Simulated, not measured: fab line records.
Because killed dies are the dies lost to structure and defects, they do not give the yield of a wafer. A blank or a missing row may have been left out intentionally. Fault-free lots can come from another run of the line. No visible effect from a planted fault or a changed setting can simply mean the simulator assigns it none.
fab line records | flow nand-harc | part 2 of 2: steps 5 to 6 of 6
[record] lots = 22 | wafers = 66 | last-day = 25
route steps=1159 shown A_STAIRCASE@562
lots that met no fault: taken from a fault-free run of the same line
start-h: hours from the record's opening day to when the first of the lot's shown wafers began | wait-h: hours from the lot's prior step to this one | " identical to the entry in the row above | L1.1+2: a row that stands for several wafers | - no value, or no start was given | * or withheld: withheld | < > ~ a bound
route shown NAME@n: NAME is a module with steps in the file, n the number in the route of the first one | usual: mean/standard deviation taken from wafers without a fault | same: alike in all rows | chamber/n: place in a boat | sites: each site's reading | _std_site: their standard deviation | _edge_site: the outer-site mean with the inner-site mean subtracted | radius-mm: for every site, how far away it sits from the centre of the wafer | mask NAME#n: copy n | behind: the tool/chamber that last shaped the wafer | hold: the reason the lot was held/the length of the hold in hours/how it ended | device: names the non-switching transistor (n, p or np) | end of line: tests of these same wafers at the route's end | for a step that has no rows: nothing shown but its recipe | killed: dies lost to structure and defects at the first sort, not the wafer's yield | map: a wafer's dies, marking killed ones x, the rest . and places with no die _
set.NAME: setting as actually run; set.NAME@STEP: the setting as run at that earlier step | model.NAME: the simulator's own value behind a step, which no gauge read
a sample of lots followed through the steps of the route, with each step as a table and each wafer as a row
services: from which hour (start-h, from the record's first day; less than 0 if before it) a tool's chamber was out of use, for how many hours, and why
[[steps]]
[step NHARC_A_STAIRCASE_STRIP_254]
[recipe] power-w = 1500 | temp-c = 250 | chemistry = O2
[usual] drypump-motor-current-A = 6.1/0.31 | heater-power-w = 312/14
lot.wafer | tool            | chamber | start-h | wait-h | drypump-motor-current-A | heater-power-w | rf-hours-counter-h
L074.4    | plasma-asher-01 | 1       | 259.09  | -      | 5.9                     | 326            | -
L074.6    | "               | 1       | "       | "      | 5.9                     | 321            | -
L074.5    | "               | 0       | "       | "      | 5.8                     | 324            | -
L075.3    | plasma-asher-01 | 0       | 260.44  | -      | 5.9                     | 329            | -
L075.5    | "               | 1       | "       | "      | 5.9                     | 318            | -
L075.6    | "               | 0       | "       | "      | 5.8                     | 328            | -
L076.1    | plasma-asher-01 | 1       | 266.31  | -      | 5.8                     | 327            | 55
L076.4    | "               | 1       | "       | "      | 5.8                     | 312            | -
L076.6    | "               | 1       | "       | "      | 5.8                     | 321            | -
L078.2    | plasma-asher-02 | 0       | 268.24  | -      | 6.0                     | 295            | 26
L078.6    | "               | 1       | "       | "      | 6.6                     | 302            | -
L078.5    | "               | 0       | "       | "      | 6.0                     | 297            | -
L077.1    | plasma-asher-02 | 0       | 269.94  | -      | 6.0                     | 309            | 27
L077.3    | "               | 0       | "       | "      | 6.0                     | 307            | -
L077.5    | "               | 0       | "       | "      | 6.0                     | 295            | -
L079.2    | plasma-asher-02 | 1       | 278.89  | -      | 6.6                     | 302            | 31
L079.1    | "               | 0       | "       | "      | 6.0                     | 306            | 31
L079.6    | "               | 1       | "       | "      | 6.6                     | 304            | -
L080.1    | plasma-asher-02 | 1       | 284.93  | -      | 6.6                     | 301            | 35
L080.2    | "               | 0       | "       | "      | 6.0                     | 305            | 35
L080.3    | "               | 1       | "       | "      | 6.6                     | 293            | -
L081.3    | plasma-asher-02 | 1       | 285.61  | -      | 6.7                     | 303            | -
L081.4    | "               | 0       | "       | "      | 6.0                     | 298            | -
L081.6    | "               | 0       | "       | "      | 6.0                     | 298            | -
L082.1    | plasma-asher-02 | 1       | 298.28  | -      | 6.6                     | 302            | 37
L082.4    | "               | 0       | "       | "      | 6.0                     | 300            | -
L082.5    | "               | 0       | "       | "      | 6.0                     | 299            | -
L083.2    | plasma-asher-01 | 1       | 314.63  | -      | 5.9                     | 312            | 7
L083.4    | "               | 0       | "       | "      | 5.8                     | 332            | -
L083.5    | "               | 1       | "       | "      | 5.9                     | 309            | -
L086.1    | plasma-asher-01 | 0       | 336.06  | -      | 5.9                     | 331            | 15
L086.2    | "               | 1       | "       | "      | 5.8                     | 305            | 15
L086.3    | "               | 1       | "       | "      | 5.8                     | 314            | -
L088.4    | plasma-asher-01 | 1       | 337.41  | -      | 5.9                     | 315            | -
L088.5    | "               | 0       | "       | "      | 5.8                     | 336            | -
L088.6    | "               | 1       | "       | "      | 5.8                     | 307            | -
L087.4    | plasma-asher-01 | 0       | 340.21  | -      | 5.8                     | 337            | -
L087.5    | "               | 1       | "       | "      | 5.9                     | 312            | -
L087.6    | "               | 0       | "       | "      | 5.8                     | 337            | -
L085.4    | plasma-asher-02 | 0       | 345.64  | -      | 6.0                     | 298            | -
L085.5    | "               | 0       | "       | "      | 6.0                     | 295            | -
L085.6    | "               | 1       | "       | "      | 6.6                     | 297            | -
L091.2    | plasma-asher-01 | 1       | 347.55  | -      | 5.8                     | 315            | 19
L091.4    | "               | 0       | "       | "      | 5.8                     | 334            | -
L091.6    | "               | 1       | "       | "      | 5.9                     | 303            | -
L089.1    | plasma-asher-02 | 1       | 349.49  | -      | 6.6                     | 301            | 54
L089.3    | "               | 0       | "       | "      | 6.0                     | 313            | -
L089.6    | "               | 1       | "       | "      | 6.6                     | 308            | -
L092.2    | plasma-asher-02 | 1       | 356.04  | 0.1    | 6.6                     | 304            | 58
L092.3    | "               | 1       | "       | "      | 6.6                     | 308            | -
L092.6    | "               | 0       | "       | "      | 6.0                     | 298            | -
L090.2    | plasma-asher-02 | 0       | 356.35  | -      | 6.0                     | 312            | 58
L090.4    | "               | 1       | "       | "      | 6.6                     | 297            | -
L090.5    | "               | 0       | "       | "      | 6.0                     | 299            | -
L095.2    | plasma-asher-01 | 0       | 365.02  | -      | 5.8                     | 328            | 27
L095.4    | "               | 1       | "       | "      | 5.9                     | 311            | -
L095.6    | "               | 1       | "       | "      | 5.8                     | 305            | -
L094.1    | plasma-asher-01 | 1       | 369.09  | -      | 5.9                     | 313            | 29
L094.4    | "               | 1       | "       | "      | 5.9                     | 304            | -
L094.6    | "               | 0       | "       | "      | 5.8                     | 342            | -
L096.2    | plasma-asher-01 | 1       | 379.38  | -      | 5.9                     | 301            | 31
L096.3    | "               | 0       | "       | "      | 5.8                     | 326            | -
L096.5    | "               | 1       | "       | "      | 5.8                     | 314            | -
L097.2    | plasma-asher-01 | 1       | 388.32  | -      | 5.9                     | 310            | 35
L097.1    | "               | 0       | "       | "      | 5.8                     | 330            | 35
L097.6    | "               | 1       | "       | "      | 5.9                     | 308            | -
[step NHARC_A_STAIRCASE_DESCUM_291]
[recipe] time-s = 3 | o2-flow-sccm = 200 | ar-flow-sccm = 0 | bias-power-w = 0 | chemistry = O2
[usual] drypump-motor-current-A = 5.7/0.38 | mfc-ar-sccm = 0.003/0.0055 | o2-flow-sccm = 199.9/0.59 | oes-product-au = 1.002/0.0075 | rf-vpp-V = 57.7/0.82 | showerhead-plenum-p-Torr = 1.92/0.054 | throttle-valve-pct = 11.312/0.0096
lot.wafer | tool        | chamber | start-h | wait-h | drypump-motor-current-A | mfc-ar-sccm | o2-flow-sccm | oes-product-au | rf-hours-counter-h | rf-vpp-V | showerhead-plenum-p-Torr | throttle-valve-pct
L074.4    | rie-diel-04 | 1       | 263.01  | -      | 5.0                     | 0           | 199.9        | 1.007          | 52                 | 56.4     | 1.89                     | 11.295
L074.6    | "           | 3       | "       | "      | 6.2                     | 0           | 200.8        | 1.004          | -                  | 57.8     | 1.93                     | 11.310
L074.5    | "           | 0       | "       | "      | 5.9                     | 0.013       | 198.9        | 1.014          | -                  | 58.9     | 1.96                     | 11.323
L075.3    | rie-diel-05 | 2       | 263.99  | -      | 5.4                     | 0           | 199.6        | 1.010          | 37                 | 58.4     | 1.89                     | 11.280
L075.6    | "           | 3       | "       | "      | 6.0                     | 0           | 199.6        | 1.007          | -                  | 57.7     | 1.81                     | 11.328
L075.5    | "           | 0       | "       | "      | 6.1                     | 0           | 199.4        | 1.000          | -                  | 57.1     | 1.93                     | 11.304
L076.4    | rie-diel-04 | 3       | 270.30  | -      | 6.2                     | 0           | 199.8        | 0.999          | 60                 | 58.8     | 1.93                     | 11.317
L076.1    | "           | 1       | "       | "      | 5.0                     | 0           | 199.7        | 0.994          | 54                 | 57.9     | 1.89                     | 11.318
L076.6    | "           | 3       | "       | "      | 6.2                     | 0           | 199.6        | 1.008          | -                  | 57.7     | 1.93                     | 11.320
L078.2    | rie-diel-05 | 2       | 272.57  | -      | 5.4                     | 0           | 199.9        | 1.003          | 40                 | 57.8     | 1.89                     | 11.314
L078.5    | "           | 1       | "       | "      | 6.0                     | 0.017       | 201.0        | 1.002          | -                  | 57.5     | 1.99                     | 11.316
L078.6    | "           | 2       | "       | "      | 5.4                     | 0           | 198.5        | 0.996          | -                  | 57.8     | 1.89                     | 11.339
L077.1    | rie-diel-05 | 2       | 273.54  | -      | 5.5                     | 0           | 199.9        | 0.996          | 40                 | 58.4     | 1.89                     | 11.305
L077.3    | "           | 1       | "       | "      | 6.0                     | 0.017       | 201.2        | 1.002          | 41                 | 57.9     | 1.99                     | 11.306
L077.5    | "           | 3       | "       | "      | 6.0                     | 0           | 199.9        | 0.998          | -                  | 57.3     | 1.81                     | 11.318
L079.1    | rie-diel-11 | 2       | 282.63  | -      | 6.0                     | 0           | 200.1        | 1.010          | 29                 | 57.6     | 2.05                     | 11.311
L079.2    | "           | 3       | "       | "      | 5.9                     | 0           | 199.9        | 1.003          | 30                 | 56.7     | 1.96                     | 11.310
L079.6    | "           | 2       | "       | "      | 6.0                     | 0           | 200.2        | 0.996          | -                  | 59.5     | 2.05                     | 11.314
L080.1    | rie-diel-11 | 0       | 288.57  | -      | 5.3                     | 0           | 200.1        | 1.019          | 31                 | 57.4     | 1.91                     | 11.299
L080.3    | "           | 2       | "       | "      | 6.0                     | 0           | 200.1        | 1.006          | 31                 | 57.9     | 2.05                     | 11.299
L080.2    | "           | 3       | "       | "      | 5.9                     | 0           | 200.6        | 1.008          | 32                 | 57.9     | 1.96                     | 11.310
L081.3    | rie-diel-05 | 0       | 290.29  | -      | 6.1                     | 0           | 199.1        | 1.010          | 44                 | 59.1     | 1.93                     | 11.319
L081.4    | "           | 3       | "       | "      | 6.0                     | 0           | 199.9        | 0.996          | 43                 | 57.2     | 1.81                     | 11.321
L081.6    | "           | 0       | "       | "      | 6.1                     | 0           | 199.6        | 1.006          | -                  | 59.1     | 1.93                     | 11.298
L082.1    | rie-diel-04 | 1       | 302.02  | -      | 5.0                     | 0           | 199.3        | 0.990          | 1                  | 57.8     | 1.89                     | 11.309
L082.4    | "           | 3       | "       | "      | 6.1                     | 0           | 200.3        | 0.988          | 1                  | 58.8     | 1.93                     | 11.303
L082.5    | "           | 1       | "       | "      | 5.0                     | 0           | 199.9        | 0.988          | -                  | 58.2     | 1.89                     | 11.316
L083.2    | rie-diel-04 | 2       | 318.17  | -      | 5.7                     | 0           | 200.4        | 0.999          | 6                  | 58.4     | 1.86                     | 11.309
L083.4    | "           | 3       | "       | "      | 6.2                     | 0           | 200.3        | 0.995          | 6                  | 57.0     | 1.93                     | 11.300
L083.5    | "           | 0       | "       | "      | 5.9                     | 0.013       | 199.3        | 1.008          | -                  | 57.6     | 1.96                     | 11.324
L086.3    | rie-diel-04 | 1       | 339.93  | -      | 5.0                     | 0           | 200.0        | 0.996          | 16                 | 57.9     | 1.89                     | 11.322
L086.2    | "           | 3       | "       | "      | 6.2                     | 0           | 200.2        | 0.994          | 17                 | 59.0     | 1.92                     | 11.313
L086.1    | "           | 0       | "       | "      | 5.9                     | 0.013       | 199.8        | 1.021          | 17                 | 57.5     | 1.95                     | 11.292
L088.4    | rie-diel-04 | 1       | 341.70  | -      | 5.0                     | 0           | 199.9        | 0.999          | 16                 | 57.2     | 1.89                     | 11.323
L088.5    | "           | 0       | "       | "      | 6.0                     | 0.013       | 199.7        | 1.030          | -                  | 58.6     | 1.95                     | 11.303
L088.6    | "           | 1       | "       | "      | 5.0                     | 0           | 200.4        | 1.001          | -                  | 57.1     | 1.89                     | 11.305
L087.4    | rie-diel-04 | 2       | 344.01  | -      | 5.6                     | 0           | 200.7        | 0.994          | 18                 | 56.5     | 1.86                     | 11.318
L087.5    | "           | 3       | "       | "      | 6.1                     | 0           | 200.2        | 1.000          | -                  | 57.3     | 1.92                     | 11.314
L087.6    | "           | 0       | "       | "      | 5.9                     | 0.013       | 199.0        | 1.007          | -                  | 57.4     | 1.95                     | 11.321
L085.6    | rie-diel-11 | 0       | 351.18  | -      | 5.3                     | 0           | 200.1        | 1.007          | -                  | 59.1     | 1.90                     | 11.315
L085.4    | "           | 1       | "       | "      | 5.5                     | 0.007       | 199.1        | 0.989          | -                  | 57.6     | 1.95                     | 11.313
L085.5    | "           | 2       | "       | "      | 6.0                     | 0           | 199.0        | 0.994          | -                  | 57.6     | 2.04                     | 11.336
L091.4    | rie-diel-11 | 3       | 355.58  | -      | 5.9                     | 0           | 200.4        | 1.018          | 52                 | 56.5     | 1.96                     | 11.317
L091.2    | "           | 0       | "       | "      | 5.3                     | 0           | 200.5        | 1.022          | 52                 | 55.5     | 1.90                     | 11.311
L091.6    | "           | 2       | "       | "      | 6.1                     | 0           | 198.9        | 1.015          | -                  | 58.7     | 2.04                     | 11.323
L089.3    | rie-diel-04 | 1       | 357.47  | -      | 5.0                     | 0           | 200.2        | 0.996          | 26                 | 58.3     | 1.88                     | 11.313
L089.1    | "           | 3       | "       | "      | 6.2                     | 0           | 200.1        | 1.000          | 28                 | 57.4     | 1.92                     | 11.301
L089.6    | "           | 1       | "       | "      | 5.0                     | 0           | 200.2        | 0.996          | -                  | 58.9     | 1.88                     | 11.304
L092.3    | rie-diel-04 | 2       | 363.96  | -      | 5.6                     | 0           | 198.8        | 1.000          | 28                 | 56.7     | 1.86                     | 11.320
L092.2    | "           | 3       | "       | "      | 6.2                     | 0           | 200.7        | 1.000          | 30                 | 56.6     | 1.92                     | 11.321
L092.6    | "           | 2       | "       | "      | 5.6                     | 0           | 199.8        | 1.004          | -                  | 57.8     | 1.86                     | 11.316
L090.2    | rie-diel-11 | 0       | 364.71  | -      | 5.3                     | 0           | 200.0        | 1.003          | 55                 | 57.6     | 1.90                     | 11.309
L090.4    | "           | 3       | "       | "      | 5.9                     | 0           | 199.2        | 1.011          | 55                 | 58.2     | 1.95                     | 11.325
L090.5    | "           | 1       | "       | "      | 5.5                     | 0.007       | 199.6        | 1.002          | -                  | 58.2     | 1.95                     | 11.302
L095.2    | rie-diel-05 | 3       | 369.56  | -      | 6.0                     | 0           | 199.0        | 0.996          | 10                 | 57.4     | 1.80                     | 11.313
L095.6    | "           | 3       | "       | "      | 6.0                     | 0           | 200.3        | 0.994          | -                  | 57.8     | 1.80                     | 11.296
L095.4    | "           | 2       | "       | "      | 5.4                     | 0           | 200.6        | 1.007          | -                  | 58.8     | 1.88                     | 11.334
L094.4    | rie-diel-04 | 0       | 375.60  | -      | 5.9                     | 0.013       | 199.9        | 1.007          | 34                 | 57.0     | 1.95                     | 11.298
L094.1    | "           | 1       | "       | "      | 5.0                     | 0           | 199.2        | 0.999          | 33                 | 57.5     | 1.88                     | 11.325
L094.6    | "           | 3       | "       | "      | 6.2                     | 0           | 199.6        | 1.005          | -                  | 57.8     | 1.92                     | 11.326
L096.2    | rie-diel-11 | 2       | 385.63  | -      | 6.0                     | 0           | 200.6        | 1.001          | 3                  | 58.0     | 2.04                     | 11.310
L096.3    | "           | 3       | "       | "      | 5.9                     | 0           | 199.5        | 0.994          | 3                  | 57.9     | 1.95                     | 11.307
L096.5    | "           | 0       | "       | "      | 5.3                     | 0           | 199.4        | 1.001          | -                  | 56.7     | 1.90                     | 11.325
L097.1    | rie-diel-04 | 2       | 392.11  | -      | 5.6                     | 0           | 200.1        | 1.005          | 41                 | 55.7     | 1.85                     | 11.310
L097.2    | "           | 0       | "       | "      | 5.9                     | 0.013       | 199.4        | 1.008          | 39                 | 58.9     | 1.95                     | 11.314
L097.6    | "           | 3       | "       | "      | 6.2                     | 0           | 201.0        | 1.009          | -                  | 57.1     | 1.92                     | 11.310
[[services]]
tool            | chamber | start-h | hours | kind
rie-diel-04     | 1       | 229.80  | 3.6   | repair
rie-diel-11     | 0       | 247.59  | -     | clean
rie-diel-11     | 1       | 247.59  | -     | clean
rie-diel-11     | 2       | 247.59  | -     | clean
rie-diel-11     | 3       | 247.59  | -     | clean
rie-diel-04     | 1       | 253.92  | 2.7   | repair
rie-diel-11     | 0       | 272.76  | -     | clean
rie-diel-11     | 1       | 272.76  | -     | clean
rie-diel-11     | 2       | 272.76  | -     | clean
rie-diel-11     | 3       | 272.76  | -     | clean
rie-diel-04     | 1       | 275.49  | 13.2  | repair
plasma-asher-01 | -       | 276.00  | 9.0   | pm
rie-diel-04     | 2       | 286.14  | 9.2   | repair
rie-diel-04     | -       | 289.06  | 9.0   | pm
rie-diel-11     | 0       | 297.34  | -     | clean
rie-diel-11     | 1       | 297.34  | -     | clean
rie-diel-11     | 1       | 304.97  | 3.8   | repair
rie-diel-05     | 2       | 305.93  | 9.1   | repair
rie-diel-11     | -       | 310.36  | 0.3   | repair
plasma-asher-01 | -       | 320.51  | 0.9   | repair
rie-diel-05     | 1       | 323.17  | 52.0  | repair
rie-diel-05     | -       | 341.01  | 9.0   | pm
rie-diel-11     | 3       | 350.25  | 3.7   | repair
plasma-asher-02 | -       | 360.55  | 9.0   | pm
